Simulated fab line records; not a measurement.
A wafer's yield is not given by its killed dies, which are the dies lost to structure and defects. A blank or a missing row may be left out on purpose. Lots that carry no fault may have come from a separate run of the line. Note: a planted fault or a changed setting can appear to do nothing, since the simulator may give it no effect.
8D (eight disciplines) problem report, filled in by code || flow nand_harc || the parts of the form that need people (team, actions taken, sign-off) are left out

== 1. WHAT IS WRONG ==
NHARC_A_CHANNEL_HOLE_D1_INSPECT_40, raw_defect_count: mean 312 over 1 wafer from 1 lot; wafers with no fault: 70, standard deviation 27. Measured from the usual mean, that is +9.0 standard deviations.
The first sign was on wafer L594.1 at day 16 15:28, on defect_inspect-02. At this step, 15 wafers from 5 lots have a number in the record. Rule for "out", or "out of limits": more than 4 standard deviations from the usual mean. All remaining wafers that have a number are taken as sound.

== 2. WHAT IT IS AND WHAT IT IS NOT ==
{"question": "which readings at this step", "is": "raw_defect_count", "is not": "-"}
{"question": "which lots", "is": "L594", "is not": "L578, L582, L588, L593"}
{"question": "which wafers of those lots", "is": "L594.1", "is not": "L594.5, L594.6"}
{"question": "read on which gauges", "is": "defect_inspect-02", "is not": "defect_inspect-01"}
{"question": "when", "is": "from day 16 15:28", "is not": "up to then (14 sound wafers)"}

== 3. SUSPECTS, AND WHAT RULES EACH OUT ==
Counting: a tool at a process step up to the reading stays a suspect if it ran every lot that is out. Sound lots after the first of them don't rule it out here, since some wafers of a struck lot are sound.
- the gauge at NHARC_A_CHANNEL_HOLE_D1_INSPECT_40 has been ruled out. All the wafers that are out were read on defect_inspect-02, but those of them that NHARC_END_SORT_01 has rows for are out there too, on other tools.
- har_etch-01 at NHARC_A_CHANNEL_HOLE_D1_ETCH_21 (etches the open film in C4F8/O2/Ar, time 514.3 s, target depth 1600 nm): kept. The lot that is out, L594, ran on it at day 16 10:17; the last sound lot it ran before that was L578, at day 9 19:27.
- har_etch-01 at NHARC_A_CHANNEL_HOLE_D1_ETCH_22 (etches the open film in C4F8/O2/Ar, time 666.7 s, target depth 1600 nm): kept. The lot that is out, L594, ran on it at day 16 10:45; the last sound lot it ran before that was L578, at day 9 19:53.
- har_etch-01 at NHARC_A_CHANNEL_HOLE_D1_ETCH_23 (etches the open film in C4F8/O2/Ar, time 819 s, target depth 1600 nm): kept. The lot that is out, L594, ran on it at day 16 11:20; the last sound lot it ran before that was L578, at day 9 20:28.
- har_etch-01 at NHARC_A_CHANNEL_HOLE_D1_ETCH_25 (etches the open film in C4F8/O2/Ar, time 1040.2 s, target depth 1500 nm): kept. The lot that is out, L594, ran on it at day 16 12:48; the last sound lot it ran before that was L578, at day 9 21:55.
- rie_diel-03 at NHARC_A_CHANNEL_HOLE_D1_ETCH_44 (etches the open film in CF4/O2, target depth 140 nm, overetch 14 nm, time 77 s): kept. The lot that is out, L594, ran on it at day 16 14:29; the last sound lot it ran before that was L588, at day 14 01:40.
- wet_bench-09 at NHARC_A_CHANNEL_HOLE_D1_PRECLEAN_28 (cleans in SC1): kept. The lot that is out, L594, ran on it at day 16 15:08; the last sound lot it ran before that was L578, at day 10 00:24.
- In rie_diel-03 at NHARC_A_CHANNEL_HOLE_D1_ETCH_44, the wafers that are out were processed in chamber 1 and their sound lot-mates in chambers 0, 3.
Left after counting: har_etch-01 at NHARC_A_CHANNEL_HOLE_D1_ETCH_21, har_etch-01 at NHARC_A_CHANNEL_HOLE_D1_ETCH_22, har_etch-01 at NHARC_A_CHANNEL_HOLE_D1_ETCH_23, har_etch-01 at NHARC_A_CHANNEL_HOLE_D1_ETCH_25, rie_diel-03 at NHARC_A_CHANNEL_HOLE_D1_ETCH_44, wet_bench-09 at NHARC_A_CHANNEL_HOLE_D1_PRECLEAN_28.

== 4. THE CAUSE (what the simulator had put in) ==
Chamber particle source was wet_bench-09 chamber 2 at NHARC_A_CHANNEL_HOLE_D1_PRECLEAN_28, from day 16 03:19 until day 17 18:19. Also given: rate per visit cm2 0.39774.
Counting left 6 suspects, and this tool is among them.

== 5. THE EFFECT CHAIN, in route order ==
Rows list readings where the struck wafers' mean (over those with a number) sits beyond 3 standard deviations from the usual. Scope: only readings with a usual standard deviation given in the record; hours: median across lots of the time from each lot's start at the first step in this table that gives one to its start at this step; sigmas: change in usual standard deviations.
{"hours": 0, "step": "NHARC_A_CHANNEL_HOLE_D1_INSPECT_40", "reading": "raw_defect_count", "usual": 70, "on struck wafers": 312, "change": "+242", "sigmas": "+9.0"}
{"hours": 369, "step": "NHARC_END_SORT_01", "reading": "killed_at_array", "usual": 59, "on struck wafers": 128, "change": "+69", "sigmas": "+4.1"}
{"hours": 369, "step": "NHARC_END_SORT_01", "reading": "killed_dies", "usual": 63, "on struck wafers": 138, "change": "+75", "sigmas": "+4.2"}

== 6. HOW IT WOULD HAVE BEEN CAUGHT EARLIER ==
The first out-of-limits reading at a measuring or inspecting step in this record came at day 16 15:28, 12 hours after the fault's start at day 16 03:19.
The start of NHARC_A_CHANNEL_HOLE_D1_PRECLEAN_28 on wet_bench-09 came by day 16 15:28 for every one of the lots that are out (1). Holding the tool at that point would not have protected any of them.
